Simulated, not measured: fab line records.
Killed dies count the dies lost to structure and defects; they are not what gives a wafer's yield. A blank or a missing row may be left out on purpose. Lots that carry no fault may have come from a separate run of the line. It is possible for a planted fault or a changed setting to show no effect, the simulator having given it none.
3 desks, one fault + flow n5_finfet + numbers are kept per desk, each desk with only its own; the story behind them comes last
Where a reading is given only as a bound, like >300, the bound stands for it, and a mean or a difference that rests on one is marked > or <: the true number lies beyond.

== AT THE TOOL OWNER'S DESK: rie_diel-03 ==
The tool's own readings at N5_BEOL_M12_ETCH_59 (etches BARC in N2/H2, target depth 89 nm, overetch 26.7 nm, time 67.9 s): means of the sampled wafers that have a number, for each lot that ran on this tool. If a lot's mean is further than 4 standard deviations from the usual mean, the lot is out of limits and carries the mark OUT (the distance appears in the brackets).
Columns: A = drypump_motor_current_A at N5_BEOL_M12_ETCH_59, usual 5.7 A; B = oes_product_au at N5_BEOL_M12_ETCH_59, usual 0.71 a.u.; C = rf_vpp_V at N5_BEOL_M12_ETCH_59, usual 524.3 V; D = showerhead_plenum_p_Torr at N5_BEOL_M12_ETCH_59, usual 2.56 Torr; E = throttle_valve_pct at N5_BEOL_M12_ETCH_59, usual 17.90 %
| lot  | first seen here | A   | B    | C     | D    | E     |
|------|-----------------|-----|------|-------|------|-------|
| L367 | day 11 20:05    | 5.9 | 0.74 | 522.8 | 2.51 | 17.81 |
| L373 | day 13 16:47    | 5.7 | 0.72 | 522.3 | 2.50 | 17.83 |
| L375 | day 13 22:29    | 5.7 | 0.70 | 523.3 | 2.54 | 17.97 |
| L385 | day 17 02:07    | 5.7 | 0.69 | 521.8 | 2.49 | 17.88 |
Finding of this desk: none of the 4 lots has anything out of limits.

== FROM THE METROLOGY DESK ==
What the gauges read, lot by lot, whatever tool the lot ran on: means of the sampled wafers that have a number. If a lot's mean is further than 4 standard deviations from the usual mean, the lot is out of limits and carries the mark OUT (the distance appears in the brackets).
Columns: A = V11_OVL at N5_BEOL_M12_OVL_MEAS_11, usual 5 nm
| lot  | first seen here | A  |
|------|-----------------|----|
| L362 | day 10 10:53    | 0  |
| L367 | day 11 19:59    | 3  |
| L369 | day 12 14:37    | 5  |
| L373 | day 13 16:42    | 3  |
| L376 | day 13 22:13    | 7  |
| L375 | day 13 22:23    | 3  |
| L377 | day 14 09:17    | 10 |
| L378 | day 15 01:41    | 6  |
| L383 | day 16 06:17    | 7  |
| L385 | day 17 01:59    | 13 |
Finding of this desk: none of the 10 lots has anything out of limits.

== THE DEFECT DESK ==
Counts from the inspections along the route, per lot, as means over the sampled wafers that have a number. If a lot's mean is further than 4 standard deviations from the usual mean, the lot is out of limits and carries the mark OUT (the distance appears in the brackets).
Columns: A = raw_defect_count at N5_BEOL_M12_INSPECT_30, usual 1.9
| lot  | first seen here | A                      |
|------|-----------------|------------------------|
| L362 | day 10 11:57    | 1.7                    |
| L367 | day 11 21:01    | 3.3                    |
| L369 | day 12 15:32    | 2.7                    |
| L373 | day 13 17:38    | >300 (+99 or more) OUT |
| L376 | day 13 23:17    | 3.7                    |
| L375 | day 13 23:29    | >300 (+99 or more) OUT |
| L377 | day 14 10:25    | 1.3                    |
| L378 | day 15 02:45    | 1.3                    |
| L383 | day 16 07:44    | 1.3                    |
| L385 | day 17 03:04    | 0.7                    |
Finding of this desk: L373, L375 out of limits; the first was L373 at day 13 17:38, on raw_defect_count at N5_BEOL_M12_INSPECT_30. Within limits: L362, L367, L369, L376, L377, L378, L383, L385.

== BROUGHT TOGETHER ==
The defect desk could have raised an alarm at day 13 17:38, on L373, L375.
Nothing out of limits was seen by the tool owner's desk.
The metrology desk saw nothing out of limits.
The tool owner's desk has L373, L375 on record, within its limits.
The metrology desk has L373, L375 on record, within its limits.
Every lot named ran N5_BEOL_M12_ETCH_59 on rie_diel-03.

== WHAT THE SIMULATOR HAD PUT IN ==
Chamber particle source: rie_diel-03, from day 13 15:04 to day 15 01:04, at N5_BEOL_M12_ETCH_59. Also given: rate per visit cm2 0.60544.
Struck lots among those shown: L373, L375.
Hours from the fault's start to each desk's first reading out of limits: the defect desk, 3.
